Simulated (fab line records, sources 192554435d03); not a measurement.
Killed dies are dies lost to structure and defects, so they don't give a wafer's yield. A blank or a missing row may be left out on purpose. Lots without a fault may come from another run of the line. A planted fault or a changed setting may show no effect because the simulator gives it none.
A struck lot beside a sound one | flow n5_finfet | 36 steps out of a route of 1938
Sound: wafers L484.1, L484.3, L484.4. Struck: wafer L490.4. (L490.5, L490.6 of the same lot were not struck and are left out.) The cause comes at the end.
At each step with rows: each side's tool, then ch and its chambers, then its first start. Under that, the readings that differ: sound wafers | struck wafers | difference of the means | sigmas: that difference in standard deviations of wafers without a fault.
alike: readings whose means differ by less than 2 such deviations, and words and numbers that are the same on both sides. not compared: withheld readings, readings that some wafer has no value for, bounds like >300 that may hide the same value, and numbers for which the record gives no deviation and whose values overlap.
The two part at a step that has a row with sigmas, a row that says differs or no value, or rows on one side only. Numbers that don't overlap but have no deviation are shown without sigmas and don't part them. A reading that every wafer of one side lacks parts them only if that side has two wafers or more.

first, 9 steps without rows for these wafers: N5_SD_EPI_N_DEVELOP_08 (develop time 30 s); N5_SD_EPI_N_DESCUM_14 (chemistry O2, time 7.9 s); N5_SD_EPI_N_ETCH_34 (etches SiARC in CF4, target depth 45.5 nm, time 75.8 s); N5_SD_EPI_N_ETCH_35 (etches SOC in N2/H2, overetch 108 nm, time 486 s); N5_SD_EPI_N_STRIP_36 (strips in N2/H2); N5_SD_EPI_N_ETCHBACK_44 (etches SiNx in CH3F/O2, stops on SiO2, target depth 14.5 nm); N5_SD_EPI_N_ETCH_45 (etches SiOCN in CH3F/O2, target depth 6 nm); N5_SD_EPI_N_ETCH_16 (etches SiO2 in CHF3/O2, target depth 5 nm); N5_SD_EPI_N_STRIP_47 (strips in CHF3/O2).
N5_SD_EPI_N_SD_RECESS_17: chemistry HBr/Cl2/O2, target depth 41 nm, time 23.7 s, bt time 3 s.
  sound on rie_si-06 ch 0,1,3, day 4 09:44; struck on rie_si-06 ch 1, day 5 18:16
  reading                                 | sound             | struck | difference | sigmas
  oes_product_au (a.u.)                   | 0.992 0.994 1.002 | 1.162  | +0.166     | +15
  model.SD_EPI_N.feature_depth_nm (nm)    | 41.2 41.8 41      | 68.4   | +27.1      |
  model.etch.depth_nm (nm)                | 41.12 41.88 40.99 | 68.43  | +27.10     |
  model.Si_of_WELL_APT_EPI_41.thk_nm (nm) | 8.8 7.6 8.8       | 4.4    | -4.0       |
  alike: HBr_flow_sccm, drypump_motor_current_A, throttle_valve_pct
  not compared: rf_hours_counter_h
then, 2 steps without rows for these wafers: N5_SD_EPI_N_STRIP_38 (strips in N2/H2); N5_SD_EPI_N_WET_ETCH_43 (etches SiO2 in dHF, time 14 s, target depth 1.5 nm).
N5_SD_EPI_N_STRIP_18: strips in SPM, time 750 s.
  sound on wet_bench-03 ch 2,5,7, day 4 09:55; struck on wet_bench-05 ch 4, day 5 18:25
  reading                                 | sound       | struck | difference | sigmas
  model.Si_of_WELL_APT_EPI_41.thk_nm (nm) | 8.6 7.4 8.6 | 4      | -4         |
then, 21 steps without rows for these wafers: N5_SD_EPI_N_SRD_20 (time 30 s); N5_SD_EPI_N_PRECLEAN_48 (cleans in NF3:NH3, afs cycles 2, time 20 s, sublimation time 60 s); N5_SD_EPI_N_VAPOR_ETCH_50 (etches Si in HCl, time 54 s); N5_SD_EPI_N_EPI_21 (deposits Si:P, time 690 s); N5_SD_EPI_N_PRECLEAN_24 (cleans in O3/DIW, time 60 s); N5_SD_EPI_N_SRD_25 (time 30 s); N5_SD_EPI_N_PRECLEAN_49 (cleans in NF3:NH3, afs cycles 1, time 20 s, sublimation time 60 s); N5_SD_EPI_N_LINER_46 (material SiNx, target thk 3 nm); N5_SD_EPI_P_COAT_34 (time 60 s, resist thk 350 nm); N5_SD_EPI_P_COAT_35 (time 60 s, resist thk 35 nm); N5_SD_EPI_P_COAT_03 (resist thk 150 nm); N5_SD_EPI_P_EBR_05; N5_SD_EPI_P_SOFTBAKE_04 (time 60 s); N5_SD_EPI_P_EXPOSE_06 (exposes mask SD P BLK, target cd 240 nm); N5_SD_EPI_P_PEB_07 (peb time 60 s); N5_SD_EPI_P_DEVELOP_08 (develop time 30 s); N5_SD_EPI_P_DESCUM_14 (chemistry O2, time 7.9 s); N5_SD_EPI_P_ETCH_36 (etches SiARC in CF4, target depth 45.5 nm, time 75.8 s); N5_SD_EPI_P_ETCH_37 (etches SOC in N2/H2, overetch 108 nm, time 486 s); N5_SD_EPI_P_STRIP_38 (strips in N2/H2); N5_SD_EPI_P_ETCHBACK_46 (etches SiNx in CH3F/O2, stops on SiO2, target depth 17.5 nm).
-- the record jumps here: 6 days lie between the struck wafers' starts before and after (it left off in module SD_EPI_P and takes up again in module BEOL_M4, whose first step shown is number 1111 of the route) --
N5_BEOL_M4_RC_MEAS_101:
  sound on prober-02 ch 0, day 9 14:12; struck on prober-01 ch 0, day 11 14:02
  alike: DIBL_P, IOFF_P, ION_P, SS_P, VT_P
  not compared: CJ_N, DIBL_N, EOT_N, IGATE_N, IOFF_N, IOFF_N_85C, IOFF_N_LIN, IOFF_N_LONG, ION_N, RC_DENSE_N, RC_N, REXT_N, RS_SD_N, SS_N, VT_N, VT_N_LONG, VT_N_LVT
-- the record jumps here: 4 days lie between the struck wafers' starts before and after (it left off in module BEOL_M4 and takes up again in module PASSIVATION, whose first step shown is number 1936 of the route) --
N5_PASSIVATION_PROBE_49:
  sound on prober-01, day 14 03:42; struck on prober-02, day 15 20:44
  reading                | sound          | struck | difference | sigmas
  sort_bin_4_leakage (%) | 0 0 0          | 91.02  | +91.02     |
  sort_n_pass            | 1076 1096 1068 | 0      | -1080      | -68
  sort_yield_pct (%)     | 91.2 92.9 90.5 | 0      | -92        | -65
  alike: defect_limited_yield, killed_at_M0_to_M3, killed_at_M4_up, killed_at_contacts, killed_at_front_end, killed_at_other, killed_dies, killed_open, killed_short, sort_bin_5_function, sort_bin_6_memory

WHERE THEY PART
First at N5_SD_EPI_N_SD_RECESS_17; last, within this record, at N5_PASSIVATION_PROBE_49.

WHY: what the simulator had put in
Process parameter drift: rie_si-06, from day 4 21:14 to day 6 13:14, at N5_SD_EPI_N_SD_RECESS_17. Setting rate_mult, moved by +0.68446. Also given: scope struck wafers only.
